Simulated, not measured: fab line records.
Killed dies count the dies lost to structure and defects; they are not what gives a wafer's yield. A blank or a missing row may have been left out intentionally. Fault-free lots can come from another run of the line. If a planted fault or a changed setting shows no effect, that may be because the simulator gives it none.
Matching of chambers ; flow n5_finfet ; 4 sister chambers for N5_BEOL_M0_SAQP_MANDREL1_REMOVE_100 on rie_si-03
The step chemistry HBr/Cl2/O2, target a-Si, stops on SiNx, bt time 10 s. 22 wafers are shown with their chamber, then 11 later ones without.

## WAFERS PAIRED WITH THEIR CHAMBERS
wafer;chamber;drypump_motor_current_A (A);throttle_valve_pct (%);oes_product_au (a.u.)
L074.2;3;5.5;36.8;1.002
L074.4;0;6.0;36.6;1.020
L074.5;3;5.5;36.8;1.000
L075.1;3;5.5;36.8;0.998
L075.3;2;4.8;36.1;0.975
L075.5;1;5.2;36.4;0.987
L076.1;1;5.2;36.4;0.986
L076.2;3;5.5;36.8;0.980
L076.6;1;5.2;36.3;0.994
L079.3;3;5.5;36.8;1.002
L079.4;0;6.0;36.6;1.033
L079.6;3;5.5;36.8;0.993
L083.1;1;5.2;36.3;0.979
L083.2;0;6.0;36.6;1.038
L083.3;2;4.7;36.1;0.979
L084.1;2;4.8;36.1;0.981
L084.3;0;5.9;36.6;1.022
L084.6;2;4.8;36.1;0.968
L087.1;0;6.0;36.6;1.025
L087.3;1;5.2;36.3;0.987
L087.5;1;5.2;36.4;0.981
L088.2;0;6.0;36.6;1.024

SIGNATURES, as means of the wafers listed above
reading;chamber 0;chamber 1;chamber 2;chamber 3;scatter within a chamber
drypump_motor_current_A;5.983;5.200;4.775;5.500;0.0297
throttle_valve_pct;36.600;36.350;36.100;36.800;0.0289
oes_product_au;1.02700;0.98567;0.97575;0.99583;0.00683
Rule: a wafer's distance from a chamber is the root of the sum, over the readings, of the square of ((its reading less the chamber's mean) divided by the reading's scatter). The wafer belongs to the nearest chamber; if the next one is less than 2 further off, it can't be placed. The scatter: take each reading less its chamber's mean, square it, sum over the shown wafers, divide by the number of wafers less the number of chambers, and take the root.

## WAFERS WITHOUT THEIR CHAMBER
wafer;drypump_motor_current_A (A);throttle_valve_pct (%);oes_product_au (a.u.)
L088.3;4.8;36.1;0.978
L088.6;6.0;36.6;1.024
L090.1;4.8;36.1;0.989
L090.4;5.5;36.6;0.991
L090.6;5.2;36.3;0.983
L092.1;5.5;36.5;0.995
L092.4;5.9;36.6;1.015
L092.5;5.5;36.6;0.986
L096.4;4.8;36.1;0.999
L096.5;5.5;36.5;0.998
L096.6;4.7;36.1;0.983

## THE CHAMBER EACH PASSED THROUGH
wafer;from the rows above;in truth
L088.3;2;2
L088.6;0;0
L090.1;2;2
L090.4;3;3
L090.6;1;1
L092.1;can't be placed: 3 or 1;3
L092.4;0;0
L092.5;3;3
L096.4;2;2
L096.5;can't be placed: 3 or 1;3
L096.6;2;2
Correct placement for 9 of the 11. Can't be placed from these rows: 2 (the true chamber is among the candidates in 2). Placed wrongly: 0.
